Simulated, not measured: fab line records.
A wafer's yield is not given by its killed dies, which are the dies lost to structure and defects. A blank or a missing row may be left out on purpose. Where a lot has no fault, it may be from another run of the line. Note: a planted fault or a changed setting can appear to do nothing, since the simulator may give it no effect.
fab line records + flow nand-harc
record
- lots=12
- wafers=36
- last-day=25
route steps=1159 shown P_M0@267 P_M1@295 END@1159
lots untouched by any fault: they come from a run of this same line in which no faults occurred
start-h: start of the lot's first displayed wafer, in hours after the record's first day + wait-h: hours from the lot's prior step to this one + " the same as in the row above + L1.1+2: a single row standing in for several wafers + - value missing, or start not given + * or withheld: withheld + < > ~ a bound
route shown NAME@n: NAME is a module with steps in the file, n the number in the route of the first one + usual: mean and standard deviation over wafers with no fault + same: alike in all rows + chamber/n: place in a boat + sites: each site's reading + _std_site: the values' standard deviation + _edge_site: outer sites' mean less inner sites' + radius-mm: how far each site lies from the wafer's centre + mask NAME#n: copy n + behind: the most recent tool/chamber to have shaped the wafer + hold: the reason the lot was held/the length of the hold in hours/how it ended + device: transistor that didn't switch, given as n, p or np + end of line: tests of these same wafers at the route's end + a step given without rows: its recipe and nothing more + killed: dies lost to structure and defects at the first sort, not the wafer's yield + map: per-die view of a wafer (x killed, . not killed, _ where there is no die)
set.NAME: the run value of the setting; set.NAME@STEP: its run value at that earlier step + model.NAME: the simulator's own value behind a step, which no gauge read
steps of the route over a sample of lots; a table a step, a row a wafer
services: a tool's chamber out of use, with start hour (start-h, from the record's first day; less than 0 if before it), hours out, and reason
## steps
# step NHARC_P_M0_ETCH_34
# recipe
- target-depth-a=400
- overetch-a=120
- time-s=43.94
- ion-energy-ev=200
- n2-flow-sccm=150
- h2-flow-sccm=150
- ar-flow-sccm=0
- rf-w=400
- bias-w=150
- chemistry=N2/H2
# usual
- drypump-motor-current-A=5.6/0.5
- h2-flow-sccm=150.1/0.44
- oes-product-au=1.000/0.0075
- rf-vpp-V=431.0/2.2
- showerhead-plenum-p-Torr=2.05/0.082
- throttle-valve-pct=14.171/0.0097
# same
- time-s=43.94
| lot.wafer | tool        | chamber | start-h | wait-h | drypump-motor-current-A | h2-flow-sccm | oes-product-au | rf-hours-counter-h | rf-vpp-V | showerhead-plenum-p-Torr | throttle-valve-pct |
|-----------|-------------|---------|---------|--------|-------------------------|--------------|----------------|--------------------|----------|--------------------------|--------------------|
| L599.1    | rie-diel-10 | 1       | 135.77  | 0.1    | 5.6                     | 149.7        | 1.005          | 9                  | 428.2    | 1.96                     | 14.170             |
| L599.3    | "           | 2       | "       | "      | 6.4                     | 150.4        | 0.999          | 8                  | 432.9    | 2.12                     | 14.175             |
| L599.5    | "           | 1       | "       | "      | 5.6                     | 150.3        | 1.008          | -                  | 428.4    | 1.96                     | 14.169             |
| L598.1    | rie-diel-08 | 0       | 136.18  | 0.1    | 5.7                     | 149.9        | 0.991          | 0                  | 432.2    | 2.08                     | 14.147             |
| L598.4    | "           | 3       | "       | "      | 5.6                     | 150.5        | 1.006          | -                  | 432.7    | 2.04                     | 14.177             |
| L598.6    | "           | 0       | "       | "      | 5.7                     | 150.3        | 1.000          | -                  | 432.0    | 2.08                     | 14.172             |
| L600.2    | rie-diel-10 | 3       | 136.56  | 0.1    | 5.0                     | 150.1        | 1.004          | 9                  | 431.6    | 2.04                     | 14.172             |
| L600.6    | "           | 1       | "       | "      | 5.7                     | 149.7        | 1.010          | -                  | 428.1    | 1.96                     | 14.177             |
| L600.5    | "           | 2       | "       | "      | 6.4                     | 150.6        | 1.001          | -                  | 433.0    | 2.12                     | 14.175             |
| L601.2    | rie-diel-08 | 2       | 147.20  | 0.1    | 6.0                     | 150.8        | 0.993          | 1                  | 431.0    | 2.07                     | 14.181             |
| L601.1    | "           | 0       | "       | "      | 5.6                     | 149.7        | 0.992          | 1                  | 430.9    | 2.08                     | 14.159             |
| L601.6    | "           | 2       | "       | "      | 6.0                     | 150.9        | 0.995          | -                  | 432.3    | 2.07                     | 14.171             |
| L602.2    | rie-diel-08 | 0       | 155.03  | 0.1    | 5.7                     | 149.6        | 0.997          | 2                  | 431.8    | 2.08                     | 14.166             |
| L602.1    | "           | 1       | "       | "      | 5.3                     | 150.8        | 1.002          | 2                  | 426.8    | 1.93                     | 14.166             |
| L602.3    | "           | 3       | "       | "      | 5.5                     | 149.8        | 1.001          | 2                  | 430.5    | 2.04                     | 14.169             |
| L603.4    | rie-diel-08 | 3       | 155.62  | 0.1    | 5.6                     | 150.0        | 1.001          | 2                  | 430.2    | 2.04                     | 14.185             |
| L603.3    | "           | 1       | "       | "      | 5.3                     | 150.1        | 1.000          | 2                  | 428.5    | 1.93                     | 14.185             |
| L603.6    | "           | 3       | "       | "      | 5.5                     | 149.1        | 1.001          | -                  | 431.1    | 2.04                     | 14.175             |
| L606.4    | rie-diel-13 | 3       | 173.88  | 0.1    | 5.9                     | 150.3        | 0.993          | 7                  | 428.1    | 1.92                     | 14.177             |
| L606.1    | "           | 1       | "       | "      | 6.0                     | 150.9        | 1.000          | 7                  | 430.7    | 2.01                     | 14.165             |
| L606.5    | "           | 0       | "       | "      | 6.0                     | 150.1        | 1.002          | -                  | 434.4    | 2.19                     | 14.157             |
| L607.4    | rie-diel-10 | 2       | 196.05  | 0.1    | 6.4                     | 149.5        | 1.009          | 1                  | 431.7    | 2.12                     | 14.158             |
| L607.6    | "           | 3       | "       | "      | 5.0                     | 150.2        | 1.016          | -                  | 429.8    | 2.04                     | 14.186             |
| L607.5    | "           | 0       | "       | "      | 5.0                     | 150.6        | 0.996          | -                  | 434.3    | 2.15                     | 14.163             |
| L614.3    | rie-diel-10 | 0       | 226.65  | 0.1    | 5.0                     | 151.2        | 1.000          | 3                  | 433.6    | 2.15                     | 14.169             |
| L614.2    | "           | 1       | "       | "      | 5.6                     | 150.3        | 0.999          | 3                  | 429.1    | 1.95                     | 14.175             |
| L614.6    | "           | 1       | "       | "      | 5.6                     | 150.3        | 1.001          | -                  | 428.8    | 1.95                     | 14.171             |
| L616.1    | rie-diel-08 | 0       | 233.87  | 0.1    | 5.7                     | 149.5        | 1.005          | 6                  | 432.0    | 2.08                     | 14.160             |
| L616.4    | "           | 2       | "       | "      | 6.0                     | 150.3        | 0.999          | 3                  | 431.5    | 2.07                     | 14.159             |
| L616.6    | "           | 3       | "       | "      | 5.6                     | 149.8        | 1.000          | -                  | 431.2    | 2.04                     | 14.167             |
| L617.2    | rie-diel-10 | 0       | 239.05  | 0.1    | 5.0                     | 149.9        | 0.988          | 3                  | 432.7    | 2.15                     | 14.166             |
| L617.4    | "           | 2       | "       | "      | 6.4                     | 149.9        | 1.000          | -                  | 431.9    | 2.12                     | 14.174             |
| L617.6    | "           | 0       | "       | "      | 5.0                     | 149.9        | 0.990          | -                  | 433.5    | 2.15                     | 14.175             |
| L619.2    | rie-diel-13 | 3       | 253.08  | 0.1    | 5.9                     | 150.0        | 0.997          | 15                 | 427.1    | 1.91                     | 14.176             |
| L619.1    | "           | 0       | "       | "      | 5.9                     | 149.9        | 0.996          | 14                 | 433.8    | 2.19                     | 14.157             |
| L619.6    | "           | 2       | "       | "      | 6.6                     | 149.0        | 0.992          | -                  | 430.8    | 2.04                     | 14.165             |
# step NHARC_P_M0_INSPECT_27
# usual
- raw-defect-count=309/130
| lot.wafer | tool              | chamber | start-h | wait-h | raw-defect-count |
|-----------|-------------------|---------|---------|--------|------------------|
| L599.1    | defect-inspect-01 | -       | 138.16  | 0.0    | 314              |
| L599.3    | "                 | -       | "       | "      | 255              |
| L599.5    | "                 | -       | "       | "      | 548              |
| L598.1    | defect-inspect-01 | -       | 138.64  | 0.0    | 311              |
| L598.4    | "                 | -       | "       | "      | 387              |
| L598.6    | "                 | -       | "       | "      | 413              |
| L600.2    | defect-inspect-01 | -       | 139.03  | 0.0    | 240              |
| L600.5    | "                 | -       | "       | "      | 270              |
| L600.6    | "                 | -       | "       | "      | 275              |
| L601.1    | defect-inspect-02 | -       | 149.62  | 0.0    | 494              |
| L601.2    | "                 | -       | "       | "      | 346              |
| L601.6    | "                 | -       | "       | "      | 261              |
| L602.1    | defect-inspect-01 | -       | 157.44  | 0.0    | 299              |
| L602.2    | "                 | -       | "       | "      | 155              |
| L602.3    | "                 | -       | "       | "      | 231              |
| L603.3    | defect-inspect-01 | -       | 158.03  | 0.0    | 419              |
| L603.4    | "                 | -       | "       | "      | 353              |
| L603.6    | "                 | -       | "       | "      | 392              |
| L606.1    | defect-inspect-02 | -       | 176.27  | 0.0    | 316              |
| L606.4    | "                 | -       | "       | "      | 317              |
| L606.5    | "                 | -       | "       | "      | 267              |
| L607.4    | defect-inspect-02 | -       | 198.53  | 0.0    | 156              |
| L607.5    | "                 | -       | "       | "      | 167              |
| L607.6    | "                 | -       | "       | "      | 263              |
| L614.2    | defect-inspect-02 | -       | 229.09  | 0.0    | 220              |
| L614.3    | "                 | -       | "       | "      | 295              |
| L614.6    | "                 | -       | "       | "      | 395              |
| L616.1    | defect-inspect-01 | -       | 236.33  | 0.0    | 235              |
| L616.4    | "                 | -       | "       | "      | 197              |
| L616.6    | "                 | -       | "       | "      | 289              |
| L617.2    | defect-inspect-02 | -       | 241.58  | 0.0    | 321              |
| L617.4    | "                 | -       | "       | "      | 352              |
| L617.6    | "                 | -       | "       | "      | 230              |
| L619.1    | defect-inspect-02 | -       | 255.49  | 0.0    | 392              |
| L619.2    | "                 | -       | "       | "      | 314              |
| L619.6    | "                 | -       | "       | "      | 429              |
# step NHARC_P_M1_CD_MEAS_09
# recipe
- target-cd-nm=130
- landing-energy-ev=500
# usual
- cd-nm=129.9/0.46
| lot.wafer | tool      | chamber | start-h | wait-h | cd-nm |
|-----------|-----------|---------|---------|--------|-------|
| L599.1    | cd-sem-02 | 0       | 139.53  | -      | 130.1 |
| L599.3    | "         | 0       | "       | "      | 129.7 |
| L599.5    | "         | 0       | "       | "      | 129.8 |
| L598.1    | cd-sem-01 | 0       | 140.27  | -      | 130.4 |
| L598.4    | "         | 0       | "       | "      | 129.8 |
| L598.6    | "         | 0       | "       | "      | 130.1 |
| L600.2    | cd-sem-03 | 0       | 140.30  | -      | 129.2 |
| L600.5    | "         | 0       | "       | "      | 129.7 |
| L600.6    | "         | 0       | "       | "      | 129.5 |
| L601.1    | cd-sem-03 | 0       | 151.06  | -      | 130.3 |
| L601.2    | "         | 0       | "       | "      | 130.6 |
| L601.6    | "         | 0       | "       | "      | 130.2 |
| L602.1    | cd-sem-01 | 0       | 158.83  | -      | 129.7 |
| L602.2    | "         | 0       | "       | "      | 129.9 |
| L602.3    | "         | 0       | "       | "      | 129.9 |
| L603.3    | cd-sem-01 | 0       | 159.41  | -      | 130.3 |
| L603.4    | "         | 0       | "       | "      | 130.1 |
| L603.6    | "         | 0       | "       | "      | 129.8 |
| L606.1    | cd-sem-01 | 0       | 177.66  | -      | 130.6 |
| L606.4    | "         | 0       | "       | "      | 129.9 |
| L606.5    | "         | 0       | "       | "      | 130.5 |
| L607.4    | cd-sem-02 | 0       | 199.91  | -      | 129.9 |
| L607.5    | "         | 0       | "       | "      | 129.6 |
| L607.6    | "         | 0       | "       | "      | 130.0 |
| L614.2    | cd-sem-01 | 0       | 230.61  | -      | 129.8 |
| L614.3    | "         | 0       | "       | "      | 130.6 |
| L614.6    | "         | 0       | "       | "      | 130.3 |
| L616.1    | cd-sem-01 | 0       | 237.87  | -      | 129.9 |
| L616.4    | "         | 0       | "       | "      | 129.9 |
| L616.6    | "         | 0       | "       | "      | 130.0 |
| L617.2    | cd-sem-02 | 0       | 242.97  | -      | 129.8 |
| L617.4    | "         | 0       | "       | "      | 130.6 |
| L617.6    | "         | 0       | "       | "      | 130.2 |
| L619.1    | cd-sem-03 | 0       | 256.75  | -      | 130.5 |
| L619.2    | "         | 0       | "       | "      | 130.2 |
| L619.6    | "         | 0       | "       | "      | 130.6 |
# step NHARC_P_M1_PVD_20
# recipe
- target-thk-a=50
- bias-v=168.6
- power-w=15000
- chamber-pressure-pa=0.12
- time-s=8.06
- substrate-temp-c=50
- material=TaN
# usual
- cathode-dc-power-W=15000/2.8
- throttle-valve-pct=29.7/0.79
# same
- time-s=8.06
| lot.wafer | tool           | chamber | start-h | wait-h | cathode-dc-power-W | throttle-valve-pct |
|-----------|----------------|---------|---------|--------|--------------------|--------------------|
| L599.1    | pvd-sputter-02 | -       | 140.84  | -      | 15002              | 28.1               |
| L599.3    | "              | -       | "       | "      | 14996              | 30.6               |
| L599.5    | "              | -       | "       | "      | 14997              | 30.2               |
| L600.2    | pvd-sputter-01 | -       | 141.66  | -      | 15004              | 30.0               |
| L600.5    | "              | -       | "       | "      | 14998              | 29.2               |
| L600.6    | "              | -       | "       | "      | 14997              | 28.3               |
| L598.4    | pvd-sputter-02 | -       | 141.72  | -      | 14997              | 29.5               |
| L598.1    | "              | -       | "       | "      | 14997              | 28.1               |
| L598.6    | "              | -       | "       | "      | 15003              | 29.9               |
| L601.1    | pvd-sputter-01 | -       | 152.40  | -      | 15002              | 29.2               |
| L601.2    | "              | -       | "       | "      | 14998              | 28.3               |
| L601.6    | "              | -       | "       | "      | 14999              | 29.5               |
| L602.2    | pvd-sputter-01 | -       | 160.27  | -      | 15001              | 30.3               |
| L602.3    | "              | -       | "       | "      | 15002              | 29.9               |
| L602.1    | "              | -       | "       | "      | 14995              | 29.5               |
| L603.3    | pvd-sputter-02 | -       | 160.76  | -      | 15001              | 30.4               |
| L603.4    | "              | -       | "       | "      | 15003              | 29.6               |
| L603.6    | "              | -       | "       | "      | 15000              | 30.3               |
| L606.1    | pvd-sputter-02 | -       | 178.99  | -      | 15002              | 28.1               |
| L606.4    | "              | -       | "       | "      | 15006              | 30.5               |
| L606.5    | "              | -       | "       | "      | 15000              | 29.8               |
| L607.4    | pvd-sputter-02 | -       | 201.28  | -      | 15978              | 30.1               |
| L607.5    | "              | -       | "       | "      | 15977              | 30.5               |
| L607.6    | "              | -       | "       | "      | 14998              | 29.6               |
| L614.2    | pvd-sputter-01 | -       | 231.92  | -      | 15000              | 30.1               |
| L614.3    | "              | -       | "       | "      | 15000              | 29.3               |
| L614.6    | "              | -       | "       | "      | 15001              | 29.2               |
| L616.1    | pvd-sputter-03 | -       | 239.24  | -      | 14999              | 31.3               |
| L616.4    | "              | -       | "       | "      | 14990              | 28.2               |
| L616.6    | "              | -       | "       | "      | 14999              | 31.3               |
| L617.4    | pvd-sputter-01 | -       | 244.29  | -      | 15001              | 30.1               |
| L617.2    | "              | -       | "       | "      | 15001              | 29.5               |
| L617.6    | "              | -       | "       | "      | 14996              | 29.2               |
| L619.2    | pvd-sputter-01 | -       | 258.13  | -      | 14999              | 29.0               |
| L619.1    | "              | -       | "       | "      | 14999              | 30.1               |
| L619.6    | "              | -       | "       | "      | 15000              | 29.5               |
# step NHARC_END_SORT_01
# recipe
- temp-c=25
# usual
- defect-limited-yield=95.7/1.5
- killed-at-array=25/9.8
- killed-at-other=0.8/1.1
- killed-at-periphery=3.3/2.1
- killed-dies=29/10
- killed-open=3.3/1.8
- killed-short=1.9/1.4
- sort_bin_2_pct=1.3/0.6
- sort_bin_3_pct=0.25/0.23
- sort_bin_4_pct=2.8/0.97
- sort-n-pass=648/10
- sort-rim-yield-pct=95/3.2
- sort-yield-pct=95.7/1.5
# same
- gross-dies=677
- sort_bin_5_pct[%]=0
- sort_bin_6_pct[%]=0
- sort_bin_7_pct[%]=0
- sort_bin_8_pct[%]=0
- sort-rim-n-gross=106.00
| lot.wafer | tool      | chamber | start-h | wait-h | defect-limited-yield[%] | killed-at-array | killed-at-other | killed-at-periphery | killed-dies | killed-open | killed-short | sort_bin_2_pct[%] | sort_bin_3_pct[%] | sort_bin_4_pct[%] | sort-n-pass | sort-rim-yield-pct[%] | sort-yield-pct[%] |
|-----------|-----------|---------|---------|--------|-------------------------|-----------------|-----------------|---------------------|-------------|-------------|--------------|-------------------|-------------------|-------------------|-------------|-----------------------|-------------------|
| L601.6    | prober-01 | 0       | 479.74  | 4.0    | 95.0                    | 25              | 4               | 5                   | 34          | 2           | 2            | 1.6               | 0.15              | 3.2               | 643         | 93                    | 95.0              |
| L607.6    | prober-01 | 0       | 544.41  | 4.0    | 96.3                    | 23              | 0               | 2                   | 25          | 3           | 0            | 0.4               | 0.30              | 3.0               | 652         | 93                    | 96.3              |
# killed by level:class
L601.6 A_CHANNEL_HOLE_D1:chamber-film-flake=9 P_ZERO_WELL:chamber-film-flake=4 A_STAIRCASE:chamber-film-flake=4 HYBRID_BOND:chamber-film-flake=3 A_CHANNEL_FILL_D1:chamber-film-flake=2 A_SGD_CUT:chamber-film-flake=2 A_SLIT:chamber-film-flake=2 A_CONTACT:chamber-film-flake=2
L607.6 A_CHANNEL_HOLE_D1:chamber-film-flake=12 A_STAIRCASE:chamber-film-flake=6 P_M0:geometric-particle:open=1 A_CHANNEL_HOLE_D1:geometric-particle:open=1 A_BLC:geometric-particle:open=1 P_GATE:chamber-film-flake=1 A_SLIT:chamber-film-flake=1 A_CONTACT:chamber-film-flake=1
## services
| tool           | chamber | start-h | hours | kind       |
|----------------|---------|---------|-------|------------|
| rie-diel-10    | 2       | 120.84  | 7.3   | repair     |
| rie-diel-08    | -       | 124.80  | 9.0   | pm         |
| rie-diel-08    | 0       | 124.80  | 9.0   | vent-cycle |
| rie-diel-08    | 1       | 124.80  | 9.0   | vent-cycle |
| rie-diel-08    | 2       | 124.80  | 13.8  | vent-cycle |
| rie-diel-08    | 3       | 124.80  | 9.0   | vent-cycle |
| rie-diel-10    | 0       | 131.00  | -     | clean      |
| rie-diel-10    | 1       | 131.00  | -     | clean      |
| pvd-sputter-03 | -       | 149.10  | 1.8   | repair     |
| rie-diel-08    | -       | 156.22  | 0.1   | repair     |
| pvd-sputter-03 | -       | 157.13  | 3.6   | repair     |
| pvd-sputter-01 | -       | 161.99  | 10.0  | pm         |
| rie-diel-08    | 1       | 170.02  | 8.7   | repair     |
| rie-diel-08    | 2       | 173.35  | 50.0  | repair     |
| rie-diel-13    | -       | 175.30  | 0.5   | repair     |
| rie-diel-10    | -       | 176.53  | 9.0   | pm         |
| rie-diel-13    | 2       | 178.47  | 8.5   | repair     |
| rie-diel-08    | 3       | 200.66  | 10.0  | repair     |
| rie-diel-10    | 3       | 205.56  | 44.2  | repair     |
| pvd-sputter-02 | -       | 214.06  | 10.0  | pm         |
| rie-diel-08    | 0       | 215.29  | 1.9   | repair     |
| pvd-sputter-03 | -       | 221.23  | 11.6  | repair     |
| rie-diel-13    | 2       | 228.25  | 23.1  | repair     |
| rie-diel-10    | 1       | 231.61  | 14.3  | repair     |
## key
first-sign
- step=NHARC_P_M1_PVD_20
- reading=cathode-dc-power-W
- direction=up
- sigmas=99+
- usual=*
- struck=*
effect none on later readings
met-at NHARC_P_M1_PVD_20
struck-lots L607
struck-wafers L607.4,L607.5
not-acting-at NHARC_P_M0_ETCH_34,NHARC_P_M0_INSPECT_27,NHARC_P_M1_CD_MEAS_09
onset-between 178.99 201.28
fault
- kind=process-parameter-drift
- tool=pvd-sputter-02
- chamber=-
- onset-h=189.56
- steps=NHARC_P_M1_PVD_20
- channel=power-w
- offset=*
- shape=step
- end-h=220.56
- acts-in=*
- stated=*
- scope=struck-wafers-only
